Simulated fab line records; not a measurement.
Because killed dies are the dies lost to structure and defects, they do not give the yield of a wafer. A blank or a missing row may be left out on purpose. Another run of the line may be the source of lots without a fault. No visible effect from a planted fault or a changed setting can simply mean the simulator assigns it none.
Shared-tool check | flow nandHarc | 33 wafers sampled across 11 lots

== WHAT PROMPTED THE OPENING ==
Flagged at NHARC_A_CHANNEL_HOLE_D2_CD_MEAS_10: reading cdNm, on 2 of 11 lots. Wafers without a fault read 100.0 nm, standard deviation 0.51.
Rule: flag the lot when none of its wafers has a number, or when each of its wafers that has one lies beyond 4 standard deviations from that mean. The rest of the lots are taken to be sound.

lot  | measured     | on       | cdNm (nm), wafer by wafer | flag
L940 | day 12 15:41 | cdSem-03 | 99.9 100.3 99.0           | 
L941 | day 13 08:45 | cdSem-03 | 99.2 99.9 98.8            | 
L942 | day 13 14:50 | cdSem-01 | 100.8 100.2 100.1         | 
L944 | day 14 17:58 | cdSem-01 | 99.8 100.5 100.3          | 
L947 | day 15 22:26 | cdSem-01 | 99.0 99.3 99.5            | 
L949 | day 17 06:48 | cdSem-03 | 101.2 100.8 100.5         | 
L948 | day 17 06:58 | cdSem-03 | 99.5 99.4 99.0            | 
L956 | day 19 18:40 | cdSem-03 | 95.0 94.9 94.9            | FLAGGED
L957 | day 20 00:25 | cdSem-02 | 95.7 95.7 95.8            | FLAGGED
L963 | day 22 18:58 | cdSem-02 | 99.5 99.4 99.9            | 
L962 | day 22 19:22 | cdSem-03 | 99.7 100.5 100.7          | 
The numbers of the flagged lots are 95.3 nm on average: -4.7 nm against the usual, or -9 standard deviations.

== WHICH TOOL RAN EACH LOT ==
The record holds 2 process steps before the reading, out of a route of 1302 steps. In each cell: the tool, then ch and the chambers that the sampled wafers went through, then the start.
lot  | flag    | NHARC_A_DECK1_JOINT_DEP_16      | NHARC_A_CHANNEL_HOLE_D2_PEB_08
L940 |         | pecvd-03 ch 0,1,2, day 11 21:12 | lithoTrack-04 ch 0, day 12 15:36
L941 |         | pecvd-03 ch 0,1,2, day 12 16:35 | lithoTrack-04 ch 0, day 13 08:40
L942 |         | pecvd-04 ch 0,1,2, day 12 22:11 | lithoTrack-04 ch 0, day 13 14:46
L944 |         | pecvd-04 ch 1,2, day 14 02:00   | lithoTrack-04 ch 0, day 14 17:53
L947 |         | pecvd-03 ch 1,2, day 15 03:10   | lithoTrack-01 ch 0, day 15 22:22
L949 |         | pecvd-03 ch 0,1, day 16 02:09   | lithoTrack-06 ch 0, day 17 06:43
L948 |         | pecvd-02 ch 1,2, day 15 21:11   | lithoTrack-04 ch 0, day 17 06:53
L956 | FLAGGED | pecvd-02 ch 0,2, day 19 00:23   | lithoTrack-04 ch 0, day 19 18:35
L957 | FLAGGED | pecvd-02 ch 0,1,2, day 19 08:25 | lithoTrack-04 ch 0, day 20 00:20
L963 |         | pecvd-04 ch 0,1, day 22 02:33   | lithoTrack-01 ch 0, day 22 18:53
L962 |         | pecvd-03 ch 0,2, day 22 02:34   | lithoTrack-06 ch 0, day 22 19:17
These steps, and what they do:
- NHARC_A_DECK1_JOINT_DEP_16: deposits SiO2, target thk 45 nm.
- NHARC_A_CHANNEL_HOLE_D2_PEB_08: peb time 65 s.
- NHARC_A_CHANNEL_HOLE_D2_CD_MEAS_10: target cd 100 nm.

== FLAGGED OVER TOTAL, TOOL BY TOOL (the gauges that took the reading come last) ==
step                               | tool          | lots run | flagged | share of the flagged lots | sound lots run after its first flagged lot
NHARC_A_DECK1_JOINT_DEP_16         | pecvd-02      | 3        | 2       | all                       | 0
NHARC_A_DECK1_JOINT_DEP_16         | pecvd-03      | 5        | 0       | none                      | -
NHARC_A_DECK1_JOINT_DEP_16         | pecvd-04      | 3        | 0       | none                      | -
NHARC_A_CHANNEL_HOLE_D2_PEB_08     | lithoTrack-01 | 2        | 0       | none                      | -
NHARC_A_CHANNEL_HOLE_D2_PEB_08     | lithoTrack-04 | 7        | 2       | all                       | 0
NHARC_A_CHANNEL_HOLE_D2_PEB_08     | lithoTrack-06 | 2        | 0       | none                      | -
NHARC_A_CHANNEL_HOLE_D2_CD_MEAS_10 | cdSem-01      | 3        | 0       | none                      | -
NHARC_A_CHANNEL_HOLE_D2_CD_MEAS_10 | cdSem-02      | 2        | 1       | some                      | 1 (L963)
NHARC_A_CHANNEL_HOLE_D2_CD_MEAS_10 | cdSem-03      | 6        | 1       | some                      | 1 (L962)

== WHAT THE TABLE ALLOWS ==
Every flagged lot went through 2 rows of the table: pecvd-02 at NHARC_A_DECK1_JOINT_DEP_16 and lithoTrack-04 at NHARC_A_CHANNEL_HOLE_D2_PEB_08.
- pecvd-02 at NHARC_A_DECK1_JOINT_DEP_16: 2 of its 3 lots flagged. Its last sound lot is L948 (day 15 21:11), its first flagged lot L956 (day 19 00:23): a fault that began between those two fits.
- lithoTrack-04 at NHARC_A_CHANNEL_HOLE_D2_PEB_08: 2 of its 7 lots flagged. Its last sound lot is L948 (day 17 06:53), its first flagged lot L956 (day 19 18:35): a fault that began between those two fits. Its own readings lie more than 4 standard deviations out on every wafer of the flagged lots: heaterPowerTotalW.
Counting lots can't tell these 2 tools apart, because each fits a fault that began at some hour. More lots, or a look at what each step does to the wafer, might.

== WHAT THE SIMULATOR HAD PUT IN ==
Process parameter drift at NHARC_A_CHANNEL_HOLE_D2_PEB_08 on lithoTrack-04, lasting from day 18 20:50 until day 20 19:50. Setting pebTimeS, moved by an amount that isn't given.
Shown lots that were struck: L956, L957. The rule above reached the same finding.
